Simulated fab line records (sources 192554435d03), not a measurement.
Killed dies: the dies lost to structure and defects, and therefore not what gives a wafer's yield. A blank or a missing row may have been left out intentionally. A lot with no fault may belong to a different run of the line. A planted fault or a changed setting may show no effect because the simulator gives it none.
Lot-split experiment	flow n5 finfet	7 lots, 21 wafers read, on a route of 1938 steps

THE SPLIT
At N5_SD_EPI_N_PEB_07 (peb time 60 s), the setting peb time s was moved away from the recipe's 60 s on 6 of the 21 wafers read, by -18.0% to +21.4%. This setting was run at the recipe's value on the other wafers.

FROM THE SPLIT ON TO THE READING: in between, the file shows 1 step
- N5_SD_EPI_N_DEVELOP_08: develop time 30 s

THE READING
cd nm (nm) at N5_SD_EPI_N_CD_MEAS_09, where the cd target is 120 nm. Typical for fault-free wafers on this fab line: 120.1 nm, with standard deviation 0.84 nm.

wafer	tool, chamber at the split	peb time s as run, s	against the recipe	cd nm, nm	against lot-mates on the recipe
L080.1	litho track-01, 0	49.2	-18.0%	113.6	-6.3
L080.2	litho track-01, 0	60	recipe	120.2	-
L080.5	litho track-01, 0	60	recipe	119.6	-
L081.1	litho track-05, 0	50.5	-15.8%	114.1	no lot-mate on the recipe
L081.3	litho track-05, 0	50.5	-15.8%	114.1	no lot-mate on the recipe
L081.4	litho track-05, 0	50.5	-15.8%	114.6	no lot-mate on the recipe
L090.1	litho track-05, 0	60	recipe	120.4	-
L090.5	litho track-05, 0	60	recipe	119.4	-
L090.6	litho track-05, 0	60	recipe	120.2	-
L091.2	litho track-01, 0	60	recipe	117.1	-
L091.5	litho track-01, 0	60	recipe	119.9	-
L091.6	litho track-01, 0	60	recipe	118.8	-
L093.2	litho track-01, 0	60	recipe	120.6	-
L093.5	litho track-01, 0	60	recipe	121.0	-
L093.6	litho track-01, 0	60	recipe	118.5	-
L096.1	litho track-01, 0	72.86	+21.4%	126.3	+6.5
L096.2	litho track-01, 0	60	recipe	119.8	-
L096.3	litho track-01, 0	72.86	+21.4%	125.6	+5.8
L097.2	litho track-05, 0	60	recipe	121.7	-
L097.4	litho track-05, 0	60	recipe	120.6	-
L097.6	litho track-05, 0	60	recipe	121.0	-

THE FIT
A straight line over all 21 wafers: cd nm changes by +0.319 nm for each +1% of peb time s; r = +0.95; the points scatter about the line by 1 nm.
The same after taking each lot's own level away (the mean of its wafers on the recipe; 18 wafers): +0.305 nm for each +1%; r = +0.96; scatter 0.79 nm.
On that fit, the largest move of peb time s shifts the reading by 6.5 nm.
From 118.60 to 121.10 nm: that is the span of the lots' own levels, equal to 3.0 times the standard deviation above.
The two slopes are in agreement: the lot-to-lot level therefore moves the slope only a little.
Check: with one of the wafers moved furthest among these (+21.4%) left out of the fit, the line predicts +6.42 nm for it against its lot-mates. It came out at +6.5 nm against them.

THE WHOLE CHAIN: every reading that the file lists as answering this split, in the file's order
step	what it does	reading	change (the file's fit)	r (the file's)
N5_SD_EPI_N_CD_MEAS_09	target cd 120 nm	cd nm	+0.313 nm for each +1% of the setting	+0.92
N5_SD_EPI_N_DESCUM_14	chemistry O2, time 7.9 s	SD_EPI_N.cd nm (the simulator's own value, which no gauge read)	+0.315 nm for each +1% of the setting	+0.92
N5_SD_EPI_N_ETCH_34	etches SiARC in CF4, target depth 45.5 nm, time 75.8 s	SD_EPI_N.cd nm (the simulator's own value, which no gauge read)	+0.312 nm for each +1% of the setting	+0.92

FILE'S OWN FIT
cd nm changes by +0.313 nm for each +1% of peb time s, r = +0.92.
